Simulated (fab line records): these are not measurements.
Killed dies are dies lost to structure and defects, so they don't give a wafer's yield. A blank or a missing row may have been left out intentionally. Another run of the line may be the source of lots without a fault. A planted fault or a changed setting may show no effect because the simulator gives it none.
Which tool was responsible? :: flow nand-harc :: 42 wafers from 14 lots sampled at 5 of the route's 1302 steps

## WHAT EACH GAUGE READ, for each wafer
NHARC_P_STI_CD_MEAS_09 targets a cd of 200 nm. Usual: 202.6 nm for cd-nm, sd 2.2.
lot: L304
measured: day 7 20:23
on: cd-sem-03
cd-nm (nm): 203.2 203.7 203.7
flag: 

lot: L305
measured: day 8 04:46
on: cd-sem-02
cd-nm (nm): 199.1 205.6 203.2
flag: 

lot: L306
measured: day 8 14:36
on: cd-sem-03
cd-nm (nm): 205.7 200.7 204.4
flag: 

lot: L307
measured: day 9 02:17
on: cd-sem-03
cd-nm (nm): 200.9 205.6 200.9
flag: 

lot: L308
measured: day 9 11:25
on: cd-sem-02
cd-nm (nm): 201.3 204.6 200.8
flag: 

lot: L309
measured: day 10 00:56
on: cd-sem-02
cd-nm (nm): 204.3 204.2 201.7
flag: 

lot: L310
measured: day 10 11:20
on: cd-sem-03
cd-nm (nm): 200.5 203.5 197.9
flag: 

lot: L311
measured: day 10 22:48
on: cd-sem-01
cd-nm (nm): 202.7 197.4 198.6
flag: 

lot: L312
measured: day 11 04:00
on: cd-sem-02
cd-nm (nm): 200.9 204.5 202.3
flag: 

lot: L313
measured: day 11 14:07
on: cd-sem-03
cd-nm (nm): 201.2 200.5 200.8
flag: 

lot: L314
measured: day 11 22:16
on: cd-sem-02
cd-nm (nm): 200.5 206.3 201.7
flag: 

lot: L315
measured: day 12 10:47
on: cd-sem-01
cd-nm (nm): 202.7 202.7 201.2
flag: 

NHARC_P_GATE_CD_MEAS_26 targets a cd of 120 nm. Usual: 120.1 nm for cd-nm, sd 1.1.
lot: L304
measured: day 9 23:01
on: cd-sem-02
cd-nm (nm): 120.8 120.0 119.8
flag: 

lot: L305
measured: day 10 05:44
on: cd-sem-03
cd-nm (nm): 119.6 120.9 120.0
flag: 

lot: L306
measured: day 10 23:38
on: cd-sem-02
cd-nm (nm): 122.6 121.2 121.9
flag: 

lot: L307
measured: day 11 05:30
on: cd-sem-01
cd-nm (nm): 119.5 120.3 119.8
flag: 

lot: L308
measured: day 11 20:08
on: cd-sem-02
cd-nm (nm): 119.0 118.6 120.0
flag: 

lot: L309
measured: day 12 04:34
on: cd-sem-01
cd-nm (nm): 121.0 121.8 122.0
flag: 

lot: L310
measured: day 12 20:31
on: cd-sem-02
cd-nm (nm): 121.4 120.1 120.6
flag: 

lot: L311
measured: day 13 03:45
on: cd-sem-03
cd-nm (nm): 120.3 121.6 120.8
flag: 

lot: L312
measured: day 13 08:10
on: cd-sem-01
cd-nm (nm): 121.5 120.6 120.7
flag: 

lot: L313
measured: day 13 20:47
on: cd-sem-02
cd-nm (nm): 120.2 121.3 121.3
flag: 

lot: L314
measured: day 13 20:38
on: cd-sem-01
cd-nm (nm): 121.5 120.5 119.9
flag: 

lot: L315
measured: day 14 13:53
on: cd-sem-03
cd-nm (nm): 120.7 121.0 120.2
flag: 

NHARC_END_SORT_01. Usual: killed-at-array 54, standard deviation 12; killed-at-other 0.7, standard deviation 1.1; killed-at-periphery 3.9, standard deviation 2.8; killed-dies 59, standard deviation 13; killed-open 3.4, standard deviation 2; killed-short 2.5, standard deviation 1.7.
lot: L296
measured: day 26 00:58
on: prober-02
killed-at-array: 38 43 42
killed-at-other: 1 0 1
killed-at-periphery: 638 634 634
killed-dies: 677 677 677
killed-open: 3 2 1
killed-short: 2 3 3
flag: OFF

lot: L297
measured: day 25 15:37
on: prober-02
killed-at-array: 57 63 66
killed-at-other: 0 2 0
killed-at-periphery: 620 612 611
killed-dies: 677 677 677
killed-open: 4 2 2
killed-short: 2 4 0
flag: OFF

## WHAT TOOL EACH LOT RAN ON (gives the tool, then ch and the chambers of the sampled wafers, and finally the start)
lot: L296
NHARC_P_ZERO_WELL_IMPLANT_60: implanter-01, day 3 16:52
NHARC_P_GATE_DEP_103: -

lot: L297
NHARC_P_ZERO_WELL_IMPLANT_60: implanter-01, day 4 02:55
NHARC_P_GATE_DEP_103: -

lot: L304
NHARC_P_ZERO_WELL_IMPLANT_60: implanter-01 ch 0, day 7 00:59
NHARC_P_GATE_DEP_103: pecvd-01 ch 0,2, day 9 22:20

lot: L305
NHARC_P_ZERO_WELL_IMPLANT_60: implanter-01 ch 0, day 7 10:41
NHARC_P_GATE_DEP_103: pecvd-02 ch 0,1,2, day 10 05:08

lot: L306
NHARC_P_ZERO_WELL_IMPLANT_60: implanter-01 ch 0, day 7 20:42
NHARC_P_GATE_DEP_103: pecvd-03 ch 0,1, day 10 23:05

lot: L307
NHARC_P_ZERO_WELL_IMPLANT_60: implanter-02 ch 0, day 8 08:22
NHARC_P_GATE_DEP_103: pecvd-01 ch 0,1,2, day 11 05:01

lot: L308
NHARC_P_ZERO_WELL_IMPLANT_60: implanter-02 ch 0, day 8 16:46
NHARC_P_GATE_DEP_103: pecvd-03 ch 0,1,2, day 11 19:33

lot: L309
NHARC_P_ZERO_WELL_IMPLANT_60: implanter-01 ch 0, day 9 03:04
NHARC_P_GATE_DEP_103: pecvd-01 ch 0,1, day 12 04:03

lot: L310
NHARC_P_ZERO_WELL_IMPLANT_60: implanter-01 ch 0, day 9 12:55
NHARC_P_GATE_DEP_103: pecvd-03 ch 0,1, day 12 19:58

lot: L311
NHARC_P_ZERO_WELL_IMPLANT_60: implanter-01 ch 0, day 10 04:17
NHARC_P_GATE_DEP_103: pecvd-02 ch 0,1,2, day 13 03:13

lot: L312
NHARC_P_ZERO_WELL_IMPLANT_60: implanter-02 ch 0, day 10 08:46
NHARC_P_GATE_DEP_103: pecvd-03 ch 0,1, day 13 07:29

lot: L313
NHARC_P_ZERO_WELL_IMPLANT_60: implanter-02 ch 0, day 10 18:47
NHARC_P_GATE_DEP_103: pecvd-02 ch 0,1, day 13 19:58

lot: L314
NHARC_P_ZERO_WELL_IMPLANT_60: implanter-01 ch 0, day 11 04:57
NHARC_P_GATE_DEP_103: pecvd-01 ch 0,2, day 13 20:01

lot: L315
NHARC_P_ZERO_WELL_IMPLANT_60: implanter-01 ch 0, day 11 14:58
NHARC_P_GATE_DEP_103: pecvd-01 ch 1,2, day 14 13:22
- NHARC_P_ZERO_WELL_IMPLANT_60
- NHARC_P_GATE_DEP_103: deposits SiON, target thk 30 nm.

## AS READ BY THE TOOLS THEMSELVES (means over the sampled wafers that have a number; for cases with no such wafer, the mark the record gives instead)
NHARC_P_ZERO_WELL_IMPLANT_60. Usual: beam-energy-keV 30.001, standard deviation 0.0092; beam-on-s 10.00 s, standard deviation 0.19; end-station-pressure-torr 5e-06 Torr, standard deviation 3.1e-07.
lot: L296
tool: implanter-01
beam-energy-keV: -
beam-on-s (s): -
end-station-pressure-torr (Torr): -
flag: OFF

lot: L297
tool: implanter-01
beam-energy-keV: -
beam-on-s (s): -
end-station-pressure-torr (Torr): -
flag: OFF

lot: L304
tool: implanter-01
beam-energy-keV: 30.000
beam-on-s (s): 9.90
end-station-pressure-torr (Torr): 5e-06
flag: 

lot: L305
tool: implanter-01
beam-energy-keV: 29.985
beam-on-s (s): 10.15
end-station-pressure-torr (Torr): 5e-06
flag: 

lot: L306
tool: implanter-01
beam-energy-keV: 30.009
beam-on-s (s): 9.84
end-station-pressure-torr (Torr): 5e-06
flag: 

lot: L307
tool: implanter-02
beam-energy-keV: 30.008
beam-on-s (s): 10.13
end-station-pressure-torr (Torr): 5e-06
flag: 

lot: L308
tool: implanter-02
beam-energy-keV: 30.004
beam-on-s (s): 9.79
end-station-pressure-torr (Torr): 5e-06
flag: 

lot: L309
tool: implanter-01
beam-energy-keV: 29.999
beam-on-s (s): 10.09
end-station-pressure-torr (Torr): 5e-06
flag: 

lot: L310
tool: implanter-01
beam-energy-keV: 30.003
beam-on-s (s): 10.07
end-station-pressure-torr (Torr): 5e-06
flag: 

lot: L311
tool: implanter-01
beam-energy-keV: 30.000
beam-on-s (s): 10.08
end-station-pressure-torr (Torr): 5e-06
flag: 

lot: L312
tool: implanter-02
beam-energy-keV: 30.009
beam-on-s (s): 9.81
end-station-pressure-torr (Torr): 5e-06
flag: 

lot: L313
tool: implanter-02
beam-energy-keV: 30.008
beam-on-s (s): 10.01
end-station-pressure-torr (Torr): 5e-06
flag: 

lot: L314
tool: implanter-01
beam-energy-keV: 30.009
beam-on-s (s): 10.01
end-station-pressure-torr (Torr): 5e-06
flag: 

lot: L315
tool: implanter-01
beam-energy-keV: 29.997
beam-on-s (s): 9.87
end-station-pressure-torr (Torr): 5e-06
flag: 

NHARC_P_GATE_DEP_103. Usual: 734 W for heater-power-w, sd 110.
lot: L304
tool: pecvd-01
heater-power-w (W): 729
flag: 

lot: L305
tool: pecvd-02
heater-power-w (W): 689
flag: 

lot: L306
tool: pecvd-03
heater-power-w (W): 673
flag: 

lot: L307
tool: pecvd-01
heater-power-w (W): 827
flag: 

lot: L308
tool: pecvd-03
heater-power-w (W): 668
flag: 

lot: L309
tool: pecvd-01
heater-power-w (W): 730
flag: 

lot: L310
tool: pecvd-03
heater-power-w (W): 620
flag: 

lot: L311
tool: pecvd-02
heater-power-w (W): 735
flag: 

lot: L312
tool: pecvd-03
heater-power-w (W): 616
flag: 

lot: L313
tool: pecvd-02
heater-power-w (W): 691
flag: 

lot: L314
tool: pecvd-01
heater-power-w (W): 768
flag: 

lot: L315
tool: pecvd-01
heater-power-w (W): 847
flag: 

## THE ANSWER, worked out from the rows above alone
Rule: a lot counts as off when the mean over its wafers that have a number is more than 3 standard deviations away from the usual mean. Also off: a lot with no number at a reading for which 4 or more lots have one. The other lots that the step has rows for count as sound. Order of review: gauges by route order, followed by the tools' own readings, for which a lot's mean as printed above is used. At the first step where some lot is off, the reading lying furthest off is the one used; lots without a number count as furthest.
Off: L296, L297 (NHARC_END_SORT_01, killed-at-periphery). Neither off nor sound, because the step has no rows for them: L304, L305, L306, L307, L308, L309, L310, L311, L312, L313, L314, L315.
If a tool, at a process step before that reading, ran all the lots that are off and no sound lot after the first of them, it fits. The gauges at NHARC_END_SORT_01 aren't tried: what is off there is off at NHARC_P_ZERO_WELL_IMPLANT_60 too, on other tools, and a gauge's error can't cause that. One candidate fits, namely implanter-01 at NHARC_P_ZERO_WELL_IMPLANT_60. It ran no sound lot before its first lot that is off in this sample, so the start can't be narrowed down.

## WHAT WAS PUT IN BY THE SIMULATOR
Entire step skipped (implanter-01, NHARC_P_ZERO_WELL_IMPLANT_60), from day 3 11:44 onward. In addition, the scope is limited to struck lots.
Struck lots among those shown: L297, L296. The same result came from the rule above.
